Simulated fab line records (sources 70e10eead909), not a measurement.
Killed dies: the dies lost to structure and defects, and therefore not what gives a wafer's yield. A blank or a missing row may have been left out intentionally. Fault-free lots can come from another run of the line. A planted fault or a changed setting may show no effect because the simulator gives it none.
Which of the tools did it? / flow nand harc / 12 lots, 36 wafers sampled, at 4 steps of a route of 1302

## WHAT THE GAUGES READ, wafer by wafer
The record lacks any reading of a measuring or inspecting step that a usual standard deviation could be used to judge.

## WHAT TOOL EACH LOT RAN ON (gives the tool, then ch and the chambers of the sampled wafers, and finally the start)
lot=L138; NHARC_A_CHANNEL_HOLE_D2_ETCH_26=har etch-02 ch 0,1, day 13 10:35; NHARC_A_CHANNEL_HOLE_D2_XSEM_32=xsem-02 ch 0, day 13 12:25; NHARC_A_CHANNEL_FILL_D2_ALD_14=ald hk-02 ch 0,1,2, day 13 16:59; NHARC_A_CHANNEL_FILL_D2_ALD_16=ald hk-04 ch 1,3, day 14 01:26
lot=L139; NHARC_A_CHANNEL_HOLE_D2_ETCH_26=har etch-02 ch 0,1, day 14 01:41; NHARC_A_CHANNEL_HOLE_D2_XSEM_32=xsem-02 ch 0, day 14 03:29; NHARC_A_CHANNEL_FILL_D2_ALD_14=ald hk-01 ch 0,2, day 14 10:50; NHARC_A_CHANNEL_FILL_D2_ALD_16=ald hk-01 ch 1,2, day 14 16:04
lot=L140; NHARC_A_CHANNEL_HOLE_D2_ETCH_26=har etch-01 ch 0, day 14 03:44; NHARC_A_CHANNEL_HOLE_D2_XSEM_32=xsem-01 ch 0, day 14 05:31; NHARC_A_CHANNEL_FILL_D2_ALD_14=ald hk-02 ch 0,1,2, day 14 10:56; NHARC_A_CHANNEL_FILL_D2_ALD_16=ald hk-02 ch 0,2, day 14 16:02
lot=L142; NHARC_A_CHANNEL_HOLE_D2_ETCH_26=har etch-02 ch 0,1, day 14 19:10; NHARC_A_CHANNEL_HOLE_D2_XSEM_32=xsem-01 ch 0, day 14 20:59; NHARC_A_CHANNEL_FILL_D2_ALD_14=ald hk-02 ch 0,2,3, day 15 04:45; NHARC_A_CHANNEL_FILL_D2_ALD_16=ald hk-01 ch 0,1,2, day 15 09:56
lot=L152; NHARC_A_CHANNEL_HOLE_D2_ETCH_26=har etch-01 ch 0,1, day 19 16:36; NHARC_A_CHANNEL_HOLE_D2_XSEM_32=xsem-01 ch 0, day 19 18:26; NHARC_A_CHANNEL_FILL_D2_ALD_14=ald hk-01 ch 1,3, day 20 02:09; NHARC_A_CHANNEL_FILL_D2_ALD_16=ald hk-02 ch 0,2,3, day 20 07:33
lot=L155; NHARC_A_CHANNEL_HOLE_D2_ETCH_26=har etch-01 ch 0,1, day 20 03:16; NHARC_A_CHANNEL_HOLE_D2_XSEM_32=xsem-02 ch 0, day 20 05:07; NHARC_A_CHANNEL_FILL_D2_ALD_14=ald hk-04 ch 1,2,3, day 20 12:38; NHARC_A_CHANNEL_FILL_D2_ALD_16=ald hk-01 ch 0,3, day 20 17:52
lot=L156; NHARC_A_CHANNEL_HOLE_D2_ETCH_26=har etch-02 ch 0,1, day 20 14:46; NHARC_A_CHANNEL_HOLE_D2_XSEM_32=xsem-01 ch 0, day 20 16:35; NHARC_A_CHANNEL_FILL_D2_ALD_14=ald hk-04 ch 0,1,2, day 20 21:46; NHARC_A_CHANNEL_FILL_D2_ALD_16=ald hk-04 ch 0,1,2, day 21 02:51
lot=L157; NHARC_A_CHANNEL_HOLE_D2_ETCH_26=har etch-02 ch 0,1, day 21 04:41; NHARC_A_CHANNEL_HOLE_D2_XSEM_32=xsem-02 ch 0, day 21 06:31; NHARC_A_CHANNEL_FILL_D2_ALD_14=ald hk-02 ch 0,2,3, day 21 14:16; NHARC_A_CHANNEL_FILL_D2_ALD_16=ald hk-01 ch 0,2,3, day 21 19:28
lot=L158; NHARC_A_CHANNEL_HOLE_D2_ETCH_26=har etch-01 ch 0,1, day 21 20:05; NHARC_A_CHANNEL_HOLE_D2_XSEM_32=xsem-02 ch 0, day 21 21:53; NHARC_A_CHANNEL_FILL_D2_ALD_14=ald hk-04 ch 0,1,2, day 22 06:23; NHARC_A_CHANNEL_FILL_D2_ALD_16=ald hk-01 ch 0,3, day 22 11:37
lot=L159; NHARC_A_CHANNEL_HOLE_D2_ETCH_26=har etch-02 ch 0,1, day 22 13:59; NHARC_A_CHANNEL_HOLE_D2_XSEM_32=xsem-01 ch 0, day 22 15:46; NHARC_A_CHANNEL_FILL_D2_ALD_14=ald hk-01 ch 1,3, day 22 23:14; NHARC_A_CHANNEL_FILL_D2_ALD_16=ald hk-04 ch 0,2,3, day 23 04:22
lot=L160; NHARC_A_CHANNEL_HOLE_D2_ETCH_26=har etch-01 ch 0,1, day 22 16:19; NHARC_A_CHANNEL_HOLE_D2_XSEM_32=xsem-02 ch 0, day 22 18:07; NHARC_A_CHANNEL_FILL_D2_ALD_14=ald hk-04 ch 0,1,2, day 22 23:11; NHARC_A_CHANNEL_FILL_D2_ALD_16=ald hk-02 ch 0,1,3, day 23 04:19
lot=L161; NHARC_A_CHANNEL_HOLE_D2_ETCH_26=har etch-02 ch 0,1, day 23 00:47; NHARC_A_CHANNEL_HOLE_D2_XSEM_32=xsem-02 ch 0, day 23 02:37; NHARC_A_CHANNEL_FILL_D2_ALD_14=ald hk-04 ch 1,3, day 23 09:56; NHARC_A_CHANNEL_FILL_D2_ALD_16=ald hk-02 ch 0,1, day 23 15:07
- NHARC_A_CHANNEL_HOLE_D2_ETCH_26: etches the open film in C4F8/O2/Ar, time 224.1 s, target depth 300 nm.
- NHARC_A_CHANNEL_HOLE_D2_XSEM_32
- NHARC_A_CHANNEL_FILL_D2_ALD_14: deposits SiO2, target thk 2.5 nm, pulse time 10 s, ald cycles 25.
- NHARC_A_CHANNEL_FILL_D2_ALD_16: deposits SiO2, target thk 1.5 nm, pulse time 10 s, ald cycles 15.

## AS READ BY THE TOOLS THEMSELVES (means over the sampled wafers that have a number; for cases with no such wafer, the mark the record gives instead)
NHARC_A_CHANNEL_HOLE_D2_ETCH_26. Usual: c4f8 flow sccm 11.40 sccm, standard deviation 0.03; drypump motor current A 5.8 A, standard deviation 0.49; o2 flow sccm 113.7 sccm, standard deviation 0.36; showerhead plenum p Torr 3.73 Torr, standard deviation 0.035; throttle valve pct 24.585 %, standard deviation 0.01.
lot=L138; tool=har etch-02; c4f8 flow sccm (sccm)=11.38; drypump motor current A (A)=5.8; o2 flow sccm (sccm)=113.3; showerhead plenum p Torr (Torr)=3.79; throttle valve pct (%)=24.588; flag=
lot=L139; tool=har etch-02; c4f8 flow sccm (sccm)=11.38; drypump motor current A (A)=6.1; o2 flow sccm (sccm)=113.7; showerhead plenum p Torr (Torr)=3.78; throttle valve pct (%)=24.580; flag=
lot=L140; tool=har etch-01; c4f8 flow sccm (sccm)=11.42; drypump motor current A (A)=5.4; o2 flow sccm (sccm)=113.7; showerhead plenum p Torr (Torr)=3.73; throttle valve pct (%)=24.584; flag=
lot=L142; tool=har etch-02; c4f8 flow sccm (sccm)=11.42; drypump motor current A (A)=6.1; o2 flow sccm (sccm)=113.7; showerhead plenum p Torr (Torr)=3.77; throttle valve pct (%)=24.594; flag=
lot=L152; tool=har etch-01; c4f8 flow sccm (sccm)=11.40; drypump motor current A (A)=5.5; o2 flow sccm (sccm)=113.7; showerhead plenum p Torr (Torr)=3.69; throttle valve pct (%)=24.589; flag=
lot=L155; tool=har etch-01; c4f8 flow sccm (sccm)=11.40; drypump motor current A (A)=5.6; o2 flow sccm (sccm)=113.6; showerhead plenum p Torr (Torr)=3.69; throttle valve pct (%)=24.577; flag=
lot=L156; tool=har etch-02; c4f8 flow sccm (sccm)=11.40; drypump motor current A (A)=6.2; o2 flow sccm (sccm)=113.8; showerhead plenum p Torr (Torr)=3.73; throttle valve pct (%)=24.588; flag=
lot=L157; tool=har etch-02; c4f8 flow sccm (sccm)=11.41; drypump motor current A (A)=6.2; o2 flow sccm (sccm)=114.1; showerhead plenum p Torr (Torr)=3.72; throttle valve pct (%)=24.576; flag=
lot=L158; tool=har etch-01; c4f8 flow sccm (sccm)=11.39; drypump motor current A (A)=5.5; o2 flow sccm (sccm)=113.9; showerhead plenum p Torr (Torr)=3.67; throttle valve pct (%)=24.579; flag=
lot=L159; tool=har etch-02; c4f8 flow sccm (sccm)=11.40; drypump motor current A (A)=6.1; o2 flow sccm (sccm)=113.8; showerhead plenum p Torr (Torr)=3.71; throttle valve pct (%)=24.580; flag=
lot=L160; tool=har etch-01; c4f8 flow sccm (sccm)=11.40; drypump motor current A (A)=5.6; o2 flow sccm (sccm)=113.6; showerhead plenum p Torr (Torr)=3.66; throttle valve pct (%)=24.588; flag=
lot=L161; tool=har etch-02; c4f8 flow sccm (sccm)=11.41; drypump motor current A (A)=5.8; o2 flow sccm (sccm)=113.6; showerhead plenum p Torr (Torr)=3.71; throttle valve pct (%)=24.592; flag=

NHARC_A_CHANNEL_HOLE_D2_XSEM_32. Usual: bot cd nm 74.5 nm, standard deviation 1.4; bow nm 8.70 nm, standard deviation 0.29; tilt deg 0.08 degrees, standard deviation 0.047.
lot=L138; tool=xsem-02; bot cd nm (nm)=74.1; bow nm (nm)=8.63; tilt deg (degrees)=0.05; flag=
lot=L139; tool=xsem-02; bot cd nm (nm)=75.3; bow nm (nm)=8.30; tilt deg (degrees)=0.10; flag=
lot=L140; tool=xsem-01; bot cd nm (nm)=75.2; bow nm (nm)=8.17; tilt deg (degrees)=0.08; flag=
lot=L142; tool=xsem-01; bot cd nm (nm)=75.0; bow nm (nm)=8.32; tilt deg (degrees)=0.11; flag=
lot=L152; tool=xsem-01; bot cd nm (nm)=75.5; bow nm (nm)=8.86; tilt deg (degrees)=0.14; flag=
lot=L155; tool=xsem-02; bot cd nm (nm)=75.2; bow nm (nm)=8.63; tilt deg (degrees)=-0.03; flag=
lot=L156; tool=xsem-01; bot cd nm (nm)=73.8; bow nm (nm)=8.84; tilt deg (degrees)=0.12; flag=
lot=L157; tool=xsem-02; bot cd nm (nm)=74.9; bow nm (nm)=8.67; tilt deg (degrees)=0.05; flag=
lot=L158; tool=xsem-02; bot cd nm (nm)=73.8; bow nm (nm)=8.74; tilt deg (degrees)=0.04; flag=
lot=L159; tool=xsem-01; bot cd nm (nm)=75.4; bow nm (nm)=8.63; tilt deg (degrees)=0.12; flag=
lot=L160; tool=xsem-02; bot cd nm (nm)=74.9; bow nm (nm)=8.93; tilt deg (degrees)=0.06; flag=
lot=L161; tool=xsem-02; bot cd nm (nm)=74.7; bow nm (nm)=8.66; tilt deg (degrees)=0.11; flag=

NHARC_A_CHANNEL_FILL_D2_ALD_14. Usual: heater power w 480 W, standard deviation 48; precursor pulse height rel 1.001, standard deviation 0.018.
lot=L138; tool=ald hk-02; heater power w (W)=446; precursor pulse height rel=1.021; flag=
lot=L139; tool=ald hk-01; heater power w (W)=538; precursor pulse height rel=1.003; flag=
lot=L140; tool=ald hk-02; heater power w (W)=449; precursor pulse height rel=0.997; flag=
lot=L142; tool=ald hk-02; heater power w (W)=451; precursor pulse height rel=1.004; flag=
lot=L152; tool=ald hk-01; heater power w (W)=470; precursor pulse height rel=0.995; flag=
lot=L155; tool=ald hk-04; heater power w (W)=479; precursor pulse height rel=1.006; flag=
lot=L156; tool=ald hk-04; heater power w (W)=472; precursor pulse height rel=1.010; flag=
lot=L157; tool=ald hk-02; heater power w (W)=463; precursor pulse height rel=0.990; flag=
lot=L158; tool=ald hk-04; heater power w (W)=485; precursor pulse height rel=0.999; flag=
lot=L159; tool=ald hk-01; heater power w (W)=477; precursor pulse height rel=0.984; flag=
lot=L160; tool=ald hk-04; heater power w (W)=475; precursor pulse height rel=1.004; flag=
lot=L161; tool=ald hk-04; heater power w (W)=517; precursor pulse height rel=1.002; flag=

NHARC_A_CHANNEL_FILL_D2_ALD_16. Usual: heater power w 474 W, standard deviation 46; precursor pulse height rel 0.997, standard deviation 0.02.
lot=L138; tool=ald hk-04; heater power w (W)=523; precursor pulse height rel=0.978; flag=
lot=L139; tool=ald hk-01; heater power w (W)=501; precursor pulse height rel=0.996; flag=
lot=L140; tool=ald hk-02; heater power w (W)=449; precursor pulse height rel=1.018; flag=
lot=L142; tool=ald hk-01; heater power w (W)=511; precursor pulse height rel=1.002; flag=
lot=L152; tool=ald hk-02; heater power w (W)=462; precursor pulse height rel=0.970; flag=
lot=L155; tool=ald hk-01; heater power w (W)=503; precursor pulse height rel=0.994; flag=
lot=L156; tool=ald hk-04; heater power w (W)=473; precursor pulse height rel=1.000; flag=
lot=L157; tool=ald hk-01; heater power w (W)=490; precursor pulse height rel=0.996; flag=
lot=L158; tool=ald hk-01; heater power w (W)=460; precursor pulse height rel=0.996; flag=
lot=L159; tool=ald hk-04; heater power w (W)=495; precursor pulse height rel=0.989; flag=
lot=L160; tool=ald hk-02; heater power w (W)=436; precursor pulse height rel=0.991; flag=
lot=L161; tool=ald hk-02; heater power w (W)=413; precursor pulse height rel=0.989; flag=

## THE ANSWER, worked out from the rows above alone
Rule: a lot counts as off when the mean over its wafers that have a number is more than 3 standard deviations away from the usual mean. A lot without any number at a reading at which 4 lots or more have one is off too. Any other lot the step has rows for is counted as sound. The gauges are gone through in route order, then the tools' own readings, and for those a lot's mean is taken as printed above. The first step at which some lot is off is used, and at that step the reading that is off furthest; a lot without a number counts as furthest.
None of the lots is off at any reading shown; this tells nothing.

## WHAT HAD BEEN PUT IN BY THE SIMULATOR
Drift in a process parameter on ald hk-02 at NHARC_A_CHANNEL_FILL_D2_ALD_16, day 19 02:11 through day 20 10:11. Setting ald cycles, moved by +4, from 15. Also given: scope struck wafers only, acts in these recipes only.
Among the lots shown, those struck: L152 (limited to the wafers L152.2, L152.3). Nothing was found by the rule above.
